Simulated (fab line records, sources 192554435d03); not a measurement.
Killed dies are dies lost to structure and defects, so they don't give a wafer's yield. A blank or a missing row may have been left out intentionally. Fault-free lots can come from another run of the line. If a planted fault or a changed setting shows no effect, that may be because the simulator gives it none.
Chamber matching    flow n5-finfet    N5_BEOL_M7_ETCH_61 on rie-diel-06: 4 sister chambers
The step etches SiARC in CF4, target depth 45.5 nm, time 75.8 s. 20 wafers are shown with their chamber, then 10 later ones without.

## WAFERS PAIRED WITH THEIR CHAMBERS
wafer   chamber  showerhead-plenum-p-Torr (Torr)  drypump-motor-current-A (A)  throttle-valve-pct (%)
L077.4  0        2.26                             5.0                          15.39
L077.5  2        2.04                             6.4                          16.12
L077.6  1        2.18                             5.9                          15.28
L074.1  0        2.26                             5.0                          15.38
L074.4  2        2.04                             6.4                          16.12
L074.5  0        2.26                             5.0                          15.39
L078.2  2        2.04                             6.4                          16.14
L078.4  0        2.26                             5.0                          15.41
L078.5  0        2.26                             5.0                          15.40
L080.1  3        2.18                             6.2                          15.02
L080.4  2        2.04                             6.4                          16.14
L080.6  0        2.26                             5.0                          15.42
L081.1  3        2.18                             6.1                          15.03
L081.3  1        2.18                             5.9                          15.31
L081.6  1        2.18                             5.9                          15.30
L083.1  2        2.04                             6.4                          16.17
L083.4  3        2.18                             6.2                          15.04
L083.5  2        2.04                             6.4                          16.17
L085.2  2        2.04                             6.4                          16.16
L085.3  0        2.25                             5.0                          15.44

SIGNATURES, as means of the wafers listed above
reading                   chamber 0  chamber 1  chamber 2  chamber 3  scatter within a chamber
showerhead-plenum-p-Torr  2.2586     2.1800     2.0400     2.1800     0.00231
drypump-motor-current-A   5.000      5.900      6.400      6.167      0.0204
throttle-valve-pct        15.4043    15.2967    16.1457    15.0300    0.0194
Rule: for a wafer and a chamber, the distance is found by dividing, reading by reading, the gap between the wafer's reading and the chamber's mean by the reading's scatter, squaring, summing and taking the root. If the next closest chamber is less than 2 further off than the closest, the wafer can't be placed; otherwise it belongs to the closest. The scatter: the root of (the sum of the squares of (reading less its chamber's mean) over the shown wafers, divided by (wafers less chambers)).

## WAFERS WHOSE CHAMBER IS MISSING
wafer   showerhead-plenum-p-Torr (Torr)  drypump-motor-current-A (A)  throttle-valve-pct (%)
L085.4  2.17                             6.2                          15.05
L087.2  2.18                             5.9                          15.33
L087.4  2.03                             6.4                          16.19
L087.5  2.18                             5.9                          15.33
L093.1  2.17                             6.2                          15.08
L093.4  2.17                             5.9                          15.35
L093.5  2.17                             6.2                          15.10
L096.3  2.24                             5.0                          15.49
L096.4  2.03                             6.4                          16.22
L096.5  2.17                             6.2                          15.08

## CHAMBER TAKEN BY EACH
wafer   from the rows above  in truth
L085.4  3                    3
L087.2  1                    1
L087.4  2                    2
L087.5  1                    1
L093.1  3                    3
L093.4  1                    1
L093.5  3                    3
L096.3  0                    0
L096.4  2                    2
L096.5  3                    3
Placed correctly: 10 of 10. Left unplaced by these rows: 0. Wrongly placed: 0.
